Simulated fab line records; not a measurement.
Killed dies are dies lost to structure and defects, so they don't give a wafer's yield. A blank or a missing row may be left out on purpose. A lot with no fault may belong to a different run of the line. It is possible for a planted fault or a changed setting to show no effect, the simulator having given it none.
Commonality check across tools / flow nand harc / Sampled: 14 lots, 42 wafers

== THE REASON FOR OPENING IT ==
At NHARC_P_M1_CD_MEAS_09 the reading cd nm is flagged on 2 of 14 lots. Fault-free wafers read 129.6 nm, with a standard deviation of 0.59.
Rule: flag the lot when none of its wafers has a number, or when each of its wafers that has one lies beyond 4 standard deviations from that mean. As for the other lots, they are considered sound.

lot=L487; measured=day 6 13:57; on=cd sem-01; cd nm (nm), wafer by wafer=128.0 128.9 128.7; flag=
lot=L489; measured=day 7 05:34; on=cd sem-02; cd nm (nm), wafer by wafer=130.2 129.4 129.9; flag=
lot=L490; measured=day 7 16:00; on=cd sem-01; cd nm (nm), wafer by wafer=129.0 130.1 129.4; flag=
lot=L492; measured=day 8 12:40; on=cd sem-02; cd nm (nm), wafer by wafer=129.6 131.0 130.0; flag=
lot=L495; measured=day 9 11:00; on=cd sem-03; cd nm (nm), wafer by wafer=128.8 129.6 129.8; flag=
lot=L496; measured=day 10 03:46; on=cd sem-02; cd nm (nm), wafer by wafer=129.2 130.5 129.8; flag=
lot=L498; measured=day 10 14:46; on=cd sem-01; cd nm (nm), wafer by wafer=128.7 130.0 129.7; flag=
lot=L499; measured=day 11 06:02; on=cd sem-01; cd nm (nm), wafer by wafer=129.7 129.3 129.8; flag=
lot=L501; measured=day 12 06:15; on=cd sem-02; cd nm (nm), wafer by wafer=130.7 129.7 129.5; flag=
lot=L502; measured=day 12 06:24; on=cd sem-03; cd nm (nm), wafer by wafer=119.2 119.9 119.8; flag=FLAGGED
lot=L504; measured=day 13 08:01; on=cd sem-03; cd nm (nm), wafer by wafer=121.4 120.6 120.5; flag=FLAGGED
lot=L505; measured=day 13 20:17; on=cd sem-03; cd nm (nm), wafer by wafer=129.2 129.0 129.7; flag=
lot=L506; measured=day 14 03:21; on=cd sem-02; cd nm (nm), wafer by wafer=130.0 128.8 129.5; flag=
lot=L508; measured=day 14 21:44; on=cd sem-01; cd nm (nm), wafer by wafer=129.0 130.3 129.8; flag=
The numbers of the flagged lots are 120.2 nm on average: -9.4 nm against the usual, or -16 standard deviations.

== TOOL THAT RAN EACH LOT ==
The record holds 4 process steps before the reading, out of a route of 1302 steps. Read each cell as the tool, then ch plus the chambers that the sampled wafers visited, then the start.
lot=L487; flag=; NHARC_P_M0_PRE_CLEAN_29=pvd sputter-02, day 6 12:45 or earlier; NHARC_P_M0_PVD_21=pvd sputter-02, day 6 12:45 or earlier; NHARC_P_M0_DEP_32=pecvd-02 ch 0,1,2, day 6 12:45; NHARC_P_M1_PEB_07=litho track-06 ch 0, day 6 13:52
lot=L489; flag=; NHARC_P_M0_PRE_CLEAN_29=pvd sputter-02, day 7 04:29 or earlier; NHARC_P_M0_PVD_21=pvd sputter-02, day 7 04:29 or earlier; NHARC_P_M0_DEP_32=pecvd-01 ch 1,2, day 7 04:29; NHARC_P_M1_PEB_07=litho track-04 ch 0, day 7 05:28
lot=L490; flag=; NHARC_P_M0_PRE_CLEAN_29=pvd sputter-02, day 7 14:50 or earlier; NHARC_P_M0_PVD_21=pvd sputter-02, day 7 14:50 or earlier; NHARC_P_M0_DEP_32=pecvd-03 ch 0,1,2, day 7 14:50; NHARC_P_M1_PEB_07=litho track-04 ch 0, day 7 15:55
lot=L492; flag=; NHARC_P_M0_PRE_CLEAN_29=pvd sputter-01, day 8 11:27 or earlier; NHARC_P_M0_PVD_21=pvd sputter-01, day 8 11:27 or earlier; NHARC_P_M0_DEP_32=pecvd-02 ch 0,1, day 8 11:27; NHARC_P_M1_PEB_07=litho track-01 ch 0, day 8 12:35
lot=L495; flag=; NHARC_P_M0_PRE_CLEAN_29=pvd sputter-01, day 9 09:48 or earlier; NHARC_P_M0_PVD_21=pvd sputter-01, day 9 09:48 or earlier; NHARC_P_M0_DEP_32=pecvd-02 ch 0,1,2, day 9 09:48; NHARC_P_M1_PEB_07=litho track-04 ch 0, day 9 10:55
lot=L496; flag=; NHARC_P_M0_PRE_CLEAN_29=pvd sputter-02, day 10 02:34 or earlier; NHARC_P_M0_PVD_21=pvd sputter-02, day 10 02:34 or earlier; NHARC_P_M0_DEP_32=pecvd-03 ch 0,1,2, day 10 02:34; NHARC_P_M1_PEB_07=litho track-06 ch 0, day 10 03:41
lot=L498; flag=; NHARC_P_M0_PRE_CLEAN_29=pvd sputter-02, day 10 13:37 or earlier; NHARC_P_M0_PVD_21=pvd sputter-02, day 10 13:37 or earlier; NHARC_P_M0_DEP_32=pecvd-03 ch 0,1, day 10 13:37; NHARC_P_M1_PEB_07=litho track-01 ch 0, day 10 14:41
lot=L499; flag=; NHARC_P_M0_PRE_CLEAN_29=pvd sputter-02, day 11 04:56 or earlier; NHARC_P_M0_PVD_21=pvd sputter-02, day 11 04:56 or earlier; NHARC_P_M0_DEP_32=pecvd-01 ch 0,1,2, day 11 04:56; NHARC_P_M1_PEB_07=litho track-06 ch 0, day 11 05:57
lot=L501; flag=; NHARC_P_M0_PRE_CLEAN_29=pvd sputter-01, day 12 05:07 or earlier; NHARC_P_M0_PVD_21=pvd sputter-01, day 12 05:07 or earlier; NHARC_P_M0_DEP_32=pecvd-03 ch 1,2, day 12 05:07; NHARC_P_M1_PEB_07=litho track-04 ch 0, day 12 06:10
lot=L502; flag=FLAGGED; NHARC_P_M0_PRE_CLEAN_29=pvd sputter-02, day 12 05:10 or earlier; NHARC_P_M0_PVD_21=pvd sputter-02, day 12 05:10 or earlier; NHARC_P_M0_DEP_32=pecvd-01 ch 0,1, day 12 05:10; NHARC_P_M1_PEB_07=litho track-06 ch 0, day 12 06:19
lot=L504; flag=FLAGGED; NHARC_P_M0_PRE_CLEAN_29=pvd sputter-02, day 13 06:53 or earlier; NHARC_P_M0_PVD_21=pvd sputter-02, day 13 06:53 or earlier; NHARC_P_M0_DEP_32=pecvd-03 ch 0,1, day 13 06:53; NHARC_P_M1_PEB_07=litho track-06 ch 0, day 13 07:56
lot=L505; flag=; NHARC_P_M0_PRE_CLEAN_29=pvd sputter-03, day 13 19:05 or earlier; NHARC_P_M0_PVD_21=pvd sputter-03, day 13 19:05 or earlier; NHARC_P_M0_DEP_32=pecvd-03 ch 1,2, day 13 19:05; NHARC_P_M1_PEB_07=litho track-04 ch 0, day 13 20:12
lot=L506; flag=; NHARC_P_M0_PRE_CLEAN_29=pvd sputter-01, day 14 02:08 or earlier; NHARC_P_M0_PVD_21=pvd sputter-01, day 14 02:08 or earlier; NHARC_P_M0_DEP_32=pecvd-02 ch 1,2, day 14 02:08; NHARC_P_M1_PEB_07=litho track-01 ch 0, day 14 03:17
lot=L508; flag=; NHARC_P_M0_PRE_CLEAN_29=pvd sputter-03, day 14 20:32 or earlier; NHARC_P_M0_PVD_21=pvd sputter-03, day 14 20:32 or earlier; NHARC_P_M0_DEP_32=pecvd-03 ch 0,1, day 14 20:32; NHARC_P_M1_PEB_07=litho track-04 ch 0, day 14 21:40
What is done by these steps:
- NHARC_P_M0_PRE_CLEAN_29: time 30 s.
- NHARC_P_M0_PVD_21: deposits Cu, target thk 30 nm, time 20.49 s.
- NHARC_P_M0_DEP_32: deposits SiCN, target thk 30 nm.
- NHARC_P_M1_PEB_07: peb time 65 s.
- NHARC_P_M1_CD_MEAS_09: target cd 130 nm.

== FLAGGED OVER TOTAL, TOOL BY TOOL (the gauges that took the reading come last) ==
step=NHARC_P_M0_PRE_CLEAN_29; tool=pvd sputter-01; lots run=4; flagged=0; share of the flagged lots=none; sound lots run after its first flagged lot=-
step=NHARC_P_M0_PRE_CLEAN_29; tool=pvd sputter-02; lots run=8; flagged=2; share of the flagged lots=all; sound lots run after its first flagged lot=0
step=NHARC_P_M0_PRE_CLEAN_29; tool=pvd sputter-03; lots run=2; flagged=0; share of the flagged lots=none; sound lots run after its first flagged lot=-
step=NHARC_P_M0_PVD_21; tool=pvd sputter-01; lots run=4; flagged=0; share of the flagged lots=none; sound lots run after its first flagged lot=-
step=NHARC_P_M0_PVD_21; tool=pvd sputter-02; lots run=8; flagged=2; share of the flagged lots=all; sound lots run after its first flagged lot=0
step=NHARC_P_M0_PVD_21; tool=pvd sputter-03; lots run=2; flagged=0; share of the flagged lots=none; sound lots run after its first flagged lot=-
step=NHARC_P_M0_DEP_32; tool=pecvd-01; lots run=3; flagged=1; share of the flagged lots=some; sound lots run after its first flagged lot=0
step=NHARC_P_M0_DEP_32; tool=pecvd-02; lots run=4; flagged=0; share of the flagged lots=none; sound lots run after its first flagged lot=-
step=NHARC_P_M0_DEP_32; tool=pecvd-03; lots run=7; flagged=1; share of the flagged lots=some; sound lots run after its first flagged lot=2 (L505,L508)
step=NHARC_P_M1_PEB_07; tool=litho track-01; lots run=3; flagged=0; share of the flagged lots=none; sound lots run after its first flagged lot=-
step=NHARC_P_M1_PEB_07; tool=litho track-04; lots run=6; flagged=0; share of the flagged lots=none; sound lots run after its first flagged lot=-
step=NHARC_P_M1_PEB_07; tool=litho track-06; lots run=5; flagged=2; share of the flagged lots=all; sound lots run after its first flagged lot=0
step=NHARC_P_M1_CD_MEAS_09; tool=cd sem-01; lots run=5; flagged=0; share of the flagged lots=none; sound lots run after its first flagged lot=-
step=NHARC_P_M1_CD_MEAS_09; tool=cd sem-02; lots run=5; flagged=0; share of the flagged lots=none; sound lots run after its first flagged lot=-
step=NHARC_P_M1_CD_MEAS_09; tool=cd sem-03; lots run=4; flagged=2; share of the flagged lots=all; sound lots run after its first flagged lot=1 (L505)
NHARC_P_M0_PRE_CLEAN_29 gives no start for some lots, so the hours and the order of its lots are those of NHARC_P_M0_DEP_32. NHARC_P_M0_PVD_21 gives no start for some lots, so the hours and the order of its lots are those of NHARC_P_M0_DEP_32.

== THE TABLE: WHAT IT ALLOWS ==
4 rows of the table ran every flagged lot: pvd sputter-02 at NHARC_P_M0_PRE_CLEAN_29, pvd sputter-02 at NHARC_P_M0_PVD_21, litho track-06 at NHARC_P_M1_PEB_07, cd sem-03 at NHARC_P_M1_CD_MEAS_09.
- pvd sputter-02 at NHARC_P_M0_PRE_CLEAN_29 ran 8 lots, 2 of them flagged. A fault beginning between L499 (day 11 04:56), its last sound lot, and L502 (day 12 05:10), its first flagged one, fits the data.
- pvd sputter-02 at NHARC_P_M0_PVD_21 ran 8 lots, 2 of them flagged. A fault beginning between L499 (day 11 04:56), its last sound lot, and L502 (day 12 05:10), its first flagged one, fits the data.
- litho track-06 at NHARC_P_M1_PEB_07 ran 5 lots, 2 of them flagged. A fault beginning between L499 (day 11 05:57), its last sound lot, and L502 (day 12 06:19), its first flagged one, fits the data. Its own readings (heater power total W, plate temp C) fall more than 4 standard deviations out on all wafers of the flagged lots.
- cd sem-03 at NHARC_P_M1_CD_MEAS_09 ran 4 lots, 2 of them flagged. Lots that were sound ran on it after the first flagged one (L505); a persistent fault on the entire tool would not allow that.
These 2 tools cannot be told apart by counting lots, since each of them fits a fault that started at some hour. More lots, or a look at what each step does to the wafer, might.

== WHAT THE SIMULATOR HAD PUT IN ==
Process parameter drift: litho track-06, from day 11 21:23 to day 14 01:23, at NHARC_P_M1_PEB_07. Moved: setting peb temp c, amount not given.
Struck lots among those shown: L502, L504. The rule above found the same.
